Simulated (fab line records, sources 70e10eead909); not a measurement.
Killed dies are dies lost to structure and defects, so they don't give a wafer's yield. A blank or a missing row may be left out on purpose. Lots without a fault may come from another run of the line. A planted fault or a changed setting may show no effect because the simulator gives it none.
Chamber matching | flow nand_harc | NHARC_A_STAIRCASE_ETCH_170 on rie_diel-05: 4 sister chambers
The step etches the open film in C4F6/O2, target depth 200 nm, time 66.667 s. 14 wafers are shown with their chamber, then 6 later ones without.

WAFERS WITH THEIR CHAMBER
wafer  | chamber | drypump_motor_current_A (A) | showerhead_plenum_p_Torr (Torr) | rf_vpp_V (V)
L376.2 | 1       | 5.2                         | 3.77                            | 542
L376.4 | 1       | 5.2                         | 3.77                            | 543
L376.5 | 2       | 6.7                         | 3.88                            | 546
L379.4 | 2       | 6.7                         | 3.87                            | 546
L379.5 | 3       | 5.2                         | 3.78                            | 543
L389.1 | 0       | 5.4                         | 3.97                            | 547
L389.3 | 3       | 5.2                         | 3.76                            | 544
L389.5 | 2       | 6.8                         | 3.86                            | 546
L391.2 | 0       | 5.4                         | 3.96                            | 546
L391.3 | 2       | 6.8                         | 3.86                            | 545
L391.4 | 1       | 5.3                         | 3.75                            | 543
L390.1 | 0       | 5.4                         | 3.97                            | 548
L390.3 | 2       | 6.7                         | 3.86                            | 546
L390.4 | 1       | 5.3                         | 3.75                            | 545

SIGNATURES (means of the wafers above)
reading                  | chamber 0 | chamber 1 | chamber 2 | chamber 3 | scatter within a chamber
drypump_motor_current_A  | 5.400     | 5.250     | 6.740     | 5.200     | 0.0469
showerhead_plenum_p_Torr | 3.9667    | 3.7600    | 3.8660    | 3.7700    | 0.00993
rf_vpp_V                 | 547.00    | 543.25    | 545.80    | 543.50    | 0.897
Rule: a wafer's distance from a chamber is the root of the sum, over the readings, of the square of ((its reading less the chamber's mean) divided by the reading's scatter). The wafer belongs to the nearest chamber; if the next one is less than 2 further off, it can't be placed. The scatter: the root of (the sum of the squares of (reading less its chamber's mean) over the shown wafers, divided by (wafers less chambers)).

WAFERS WITHOUT THEIR CHAMBER
wafer  | drypump_motor_current_A (A) | showerhead_plenum_p_Torr (Torr) | rf_vpp_V (V)
L394.1 | 5.4                         | 3.96                            | 548
L394.2 | 5.3                         | 3.74                            | 542
L394.4 | 5.2                         | 3.75                            | 544
L397.4 | 5.3                         | 3.74                            | 543
L397.5 | 6.8                         | 3.85                            | 544
L397.6 | 5.3                         | 3.75                            | 542

WHICH CHAMBER EACH WENT THROUGH
wafer  | from the rows above     | in truth
L394.1 | 0                       | 0
L394.2 | can't be placed: 1 or 3 | 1
L394.4 | can't be placed: 1 or 3 | 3
L397.4 | can't be placed: 1 or 3 | 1
L397.5 | 2                       | 2
L397.6 | can't be placed: 1 or 3 | 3
Placed correctly: 2 of 6. Can't be placed from these rows: 4 (the true chamber is among the candidates in 4). Placed wrongly: 0.
